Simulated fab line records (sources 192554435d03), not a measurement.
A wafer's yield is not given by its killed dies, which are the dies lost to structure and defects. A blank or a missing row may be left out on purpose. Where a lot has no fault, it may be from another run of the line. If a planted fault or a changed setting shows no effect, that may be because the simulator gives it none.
Chamber matching | flow n5-finfet | 4 sister chambers for N5_HKMG_FIN_ETCH_54 on rie-diel-06
The step etches SiARC in CF4, target depth 45.5 nm, time 75.8 s. 8 wafers are shown with their chamber, then 10 later ones without.

## EACH WAFER AND ITS CHAMBER
wafer  | chamber | showerhead-plenum-p-Torr (Torr) | throttle-valve-pct (%)
L081.3 | 2       | 2.28                            | 15.13
L081.5 | 2       | 2.28                            | 15.15
L082.6 | 1       | 2.22                            | 15.88
L086.6 | 1       | 2.21                            | 15.91
L091.2 | 0       | 2.11                            | 15.58
L091.5 | 0       | 2.11                            | 15.57
L094.3 | 3       | 2.09                            | 15.69
L094.5 | 3       | 2.10                            | 15.68

## WAFERS WHOSE CHAMBER IS MISSING
wafer  | showerhead-plenum-p-Torr (Torr) | throttle-valve-pct (%)
L094.6 | 2.11                            | 15.59
L095.3 | 2.27                            | 15.19
L095.5 | 2.11                            | 15.58
L095.6 | 2.09                            | 15.68
L096.1 | 2.27                            | 15.18
L096.4 | 2.09                            | 15.69
L096.5 | 2.21                            | 15.93
L097.3 | 2.27                            | 15.19
L097.4 | 2.09                            | 15.68
L097.5 | 2.09                            | 15.70

## WHICH CHAMBER EACH WENT THROUGH
wafer  | from the rows above | in truth
L094.6 | 0                   | 0
L095.3 | 2                   | 2
L095.5 | 0                   | 0
L095.6 | 3                   | 3
L096.1 | 2                   | 2
L096.4 | 3                   | 3
L096.5 | 1                   | 1
L097.3 | 2                   | 2
L097.4 | 3                   | 3
L097.5 | 3                   | 3
10 of 10 placed correctly. Can't be placed from these rows: 0. Placed wrongly: 0.
How it was worked out, from the rows above alone: a wafer's distance from a chamber is the root of the sum, over the readings, of the square of ((its reading less the chamber's mean) divided by the reading's scatter). If the next closest chamber is less than 2 further off than the closest, the wafer can't be placed; otherwise it belongs to the closest. A chamber's mean is the mean of its shown wafers. How the scatter is found: for the shown wafers, subtract from each reading the mean of its chamber, square and add these, divide the total by (wafers less chambers), then take the root.
